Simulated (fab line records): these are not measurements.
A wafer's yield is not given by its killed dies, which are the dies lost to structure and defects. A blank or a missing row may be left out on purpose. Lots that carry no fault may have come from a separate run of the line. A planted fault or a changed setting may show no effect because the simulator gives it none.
Chamber matching | flow nand harc | NHARC_A_BONDPAD_CMP_19 on cmp-04 has 4 sister chambers
The step polishes, t overpolish 30 s, cu recess touch 16 s, target thk 169.82 nm. 8 wafers are shown with their chamber, then 7 later ones without.

## EACH WAFER AND ITS CHAMBER
wafer  | chamber | motor current A (A) | overpolish run s (s)
L425.3 | 2       | 12.6                | 30.012
L425.4 | 0       | 10.5                | 29.984
L426.2 | 3       | 12.5                | 30.011
L431.1 | 2       | 11.3                | 29.994
L431.3 | 1       | 12.9                | 30.006
L431.5 | 1       | 12.6                | 29.997
L432.1 | 0       | 10.9                | 30.003
L432.4 | 3       | 11.5                | 30.007

## WAFERS WITH NO CHAMBER GIVEN
wafer  | motor current A (A) | overpolish run s (s)
L432.6 | 10.7                | 29.993
L434.3 | 12.4                | 30.006
L434.4 | 12.4                | 29.998
L434.6 | 12.9                | 30.008
L435.1 | 11.3                | 29.995
L435.4 | 12.6                | 30.018
L435.5 | 13.1                | 29.982

## THE CHAMBER EACH PASSED THROUGH
wafer  | from the rows above               | in truth
L432.6 | 0                                 | 0
L434.3 | can't be placed: 3 or 1 or 2      | 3
L434.4 | can't be placed: 1 or 2 or 3      | 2
L434.6 | can't be placed: 1 or 3 or 2      | 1
L435.1 | can't be placed: 0 or 2 or 3 or 1 | 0
L435.4 | can't be placed: 3 or 1 or 2      | 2
L435.5 | can't be placed: 1 or 2 or 3      | 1
Correctly placed: 1 of 7. Cannot be placed on the basis of these rows: 6; the candidates contain the true chamber in 6. Number placed wrongly: 0.
How it was worked out, from the rows above alone: a wafer's distance from a chamber is the root of the sum, over the readings, of the square of ((its reading less the chamber's mean) divided by the reading's scatter). If the next closest chamber is less than 2 further off than the closest, the wafer can't be placed; otherwise it belongs to the closest. Each chamber's mean is taken over the wafers shown for it. How the scatter is found: for the shown wafers, subtract from each reading the mean of its chamber, square and add these, divide the total by (wafers less chambers), then take the root.
